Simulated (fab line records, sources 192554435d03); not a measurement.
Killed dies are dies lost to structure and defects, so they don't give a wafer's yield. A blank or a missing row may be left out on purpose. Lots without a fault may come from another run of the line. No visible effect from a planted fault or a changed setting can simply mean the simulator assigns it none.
Struck lot and sound lot, side by side / flow n5 finfet / 37 steps out of a route of 1938
Sound: wafers L445.4, L445.5, L445.6. Struck: wafer L456.3 (left out: L456.6, a lot-mate that was not struck); the cause follows at the end.
For every step that has rows: the tool of each side, followed by ch and its chambers, followed by its first start. Under that, the readings that differ: sound wafers / struck wafers / difference of the means / sigmas: that difference in standard deviations of wafers without a fault.
alike: readings whose means differ by less than 2 such deviations, and words and numbers that are the same on both sides. not compared: withheld readings, readings that some wafer has no value for, bounds like >300 that may hide the same value, and numbers for which the record gives no deviation and whose values overlap.
Wherever a step has rows on one side only, a row that says differs or no value, or a row with sigmas, the two part there. Numbers that have no deviation but don't overlap get no sigmas and don't part them. Lack of a reading on every wafer of one side parts them only where that side has two or more wafers.

first, 9 steps without rows for these wafers: N5_BEOL_M13_PRE_CLEAN_42 (time 30 s); N5_BEOL_M13_SPUTTER_43 (material TaN, target thk 15 nm, time 24.19 s); N5_BEOL_M13_SPUTTER_44 (material Ta, target thk 10 nm, time 16.13 s); N5_BEOL_M13_SPUTTER_45 (material Cu, target thk 80 nm, time 13.33 s); N5_BEOL_M13_ECD_47 (material Cu, target thk 936 nm); N5_BEOL_M13_ANNEAL_48 (time 90 s); N5_BEOL_M13_CMP_49 (polishes, stops on SiOC, t overpolish 17.1 s, target thk 420 nm); N5_BEOL_M13_PRE_CLEAN_52 (time 15 s); N5_BEOL_M13_DEP_53 (deposits SiCN from 3MS/NH3, target thk 50 nm, time 17.8 s).
N5_BEOL_M14_ILD_DEP_00: deposits SiO2 from TEOS/O2, target thk 1119.3 nm, time 237.4 s.
  sound on pecvd-01 ch 0,1,2, day 10 21:00; struck on pecvd-01 ch 0, day 14 02:01
reading=run length s (s); sound=280.8 280.7 279.8; struck=319.0; difference=+38.6; sigmas=+74
reading=model.SiO2_of_BEOL_M14_ILD_DEP_00.thk nm (nm); sound=1112 1114 1146; struck=1286; difference=+162; sigmas=
  alike: heater power outer w, heater power w, rf fwd power W, showerhead plenum p Torr, throttle valve pct
N5_BEOL_M14_THK_MEAS_01:
  sound on film metro-02, day 10 21:07; struck on film metro-01, day 14 02:12
reading=M14_ILD_THK (nm); sound=1111 1114 1146; struck=1284; difference=+160; sigmas=+9
then, 10 steps without rows for these wafers: N5_BEOL_M14_COAT_58 (time 60 s, resist thk 89 nm); N5_BEOL_M14_COAT_04 (resist thk 800 nm); N5_BEOL_M14_EBR_06; N5_BEOL_M14_SOFTBAKE_05 (time 60 s); N5_BEOL_M14_EXPOSE_07 (exposes mask V13); N5_BEOL_M14_PEB_08 (peb time 90 s); N5_BEOL_M14_DEVELOP_09 (develop time 45 s); N5_BEOL_M14_HARDBAKE_14 (time 120 s); N5_BEOL_M14_DESCUM_15 (chemistry O2, time 7.9 s); N5_BEOL_M14_ETCH_59 (etches BARC in N2/H2, target depth 89 nm, overetch 26.7 nm, time 67.9 s).
N5_BEOL_M14_VIA_ETCH_16: etches SiO2 in C4F8/O2/Ar, target depth 1231.3 nm.
  sound on rie diel-01 ch 0,3, day 10 21:36; struck on rie diel-04 ch 0, day 14 02:43
reading=throttle valve pct (%); sound=31.41 31.42 31.01; struck=30.36; difference=-0.92; sigmas=-3
reading=model.etch.depth nm (nm); sound=1112 1114 1146; struck=1286; difference=+162; sigmas=
reading=model.coat_of_BEOL_M14_COAT_04.thk nm (nm); sound=447.4 446 440.6; struck=416.2; difference=-28.5; sigmas=
  alike: O2_flow_sccm, drypump motor current A, oes product au, rf fwd power W, rf vpp V, showerhead plenum p Torr
then, 13 steps without rows for these wafers: N5_BEOL_M14_STRIP_63 (strips in O2); N5_BEOL_M14_STRIP_64 (strips in O2); N5_BEOL_M14_STRIP_71 (strips in post etch residue remover, time 60 s); N5_BEOL_M14_SRD_72 (time 30 s, dry time 30 s); N5_BEOL_M14_COAT_65 (time 60 s, resist thk 450 nm); N5_BEOL_M14_COAT_66 (time 60 s, resist thk 110 nm); N5_BEOL_M14_COAT_22 (resist thk 300 nm); N5_BEOL_M14_EBR_24; N5_BEOL_M14_SOFTBAKE_23 (time 60 s); N5_BEOL_M14_EXPOSE_25 (exposes mask M14, target cd 280 nm); N5_BEOL_M14_PEB_26 (peb time 90 s); N5_BEOL_M14_DEVELOP_27 (develop time 45 s); N5_BEOL_M14_HARDBAKE_32 (time 120 s).
N5_BEOL_M14_CMP_49: polishes, stops on SiO2, t overpolish 5.2 s, target thk 560 nm.
  sound on cmp-02 ch 2,3, day 11 02:32; struck on cmp-02 ch 0, day 14 06:23
reading=model.SiO2_of_BEOL_M14_ILD_DEP_00.thk nm (nm); sound=1033 1034 1066; struck=1208; difference=+164; sigmas=
  alike: clearing platen down force psi, clearing platen rpm, edge zone pressure frac, motor current A
N5_PASSIVATION_PROBE_49:
  sound on prober-02, day 11 22:53; struck on prober-01, day 15 04:50
  alike: defect limited yield, killed_at_M0_to_M3, killed_at_M4_up, killed at contacts, killed at front end, killed at other, killed dies, killed open, killed short, sort_bin_5_function, sort_bin_6_memory, sort n pass, sort yield pct

WHERE THEY PART
Earliest at N5_BEOL_M14_ILD_DEP_00; latest, in this record, at N5_BEOL_M14_VIA_ETCH_16. Later steps at which nothing parts them and some readings are alike: N5_BEOL_M14_CMP_49, N5_PASSIVATION_PROBE_49.

WHY: what the simulator had put in
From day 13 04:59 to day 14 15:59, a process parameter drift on pecvd-01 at N5_BEOL_M14_ILD_DEP_00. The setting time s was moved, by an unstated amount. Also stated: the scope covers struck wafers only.
